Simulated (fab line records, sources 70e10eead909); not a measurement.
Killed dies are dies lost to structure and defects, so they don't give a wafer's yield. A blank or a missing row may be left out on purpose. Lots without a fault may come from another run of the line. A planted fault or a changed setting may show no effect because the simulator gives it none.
Chamber matching | flow nand_harc | NHARC_A_STAIRCASE_ALD_420 on ald_hk-03: 4 sister chambers
The step deposits SiO2, target thk 20 nm, pulse time 6 s, ald cycles 200. 4 wafers are shown with their chamber, then 7 later ones without.

WAFERS WITH THEIR CHAMBER
wafer  | chamber | heater_power_w (W)
L086.4 | 2       | 511
L086.6 | 0       | 445
L089.2 | 3       | 448
L089.4 | 1       | 436

WAFERS WITHOUT THEIR CHAMBER
wafer  | heater_power_w (W)
L089.5 | 456
L090.1 | 436
L090.4 | 458
L090.5 | 516
L093.3 | 540
L093.4 | 446
L093.5 | 464

WHICH CHAMBER EACH WENT THROUGH
wafer  | from the rows above          | in truth
L089.5 | can't be placed: 3 or 0 or 1 | 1
L090.1 | can't be placed: 1 or 0 or 3 | 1
L090.4 | can't be placed: 3 or 0 or 1 | 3
L090.5 | 2                            | 2
L093.3 | 2                            | 2
L093.4 | can't be placed: 0 or 3 or 1 | 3
L093.5 | can't be placed: 3 or 0 or 1 | 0
Placed correctly: 2 of 7. Can't be placed from these rows: 5 (the true chamber is among the candidates in 5). Placed wrongly: 0.
How it was worked out, from the rows above alone: a wafer's distance from a chamber is the root of the sum, over the readings, of the square of ((its reading less the chamber's mean) divided by the reading's scatter). The wafer belongs to the nearest chamber; if the next one is less than 2 further off, it can't be placed. A chamber's mean is the mean of its shown wafers. The scatter: with one shown wafer a chamber, the root of the mean of the squares of how far each hidden wafer lies from its nearest shown one.
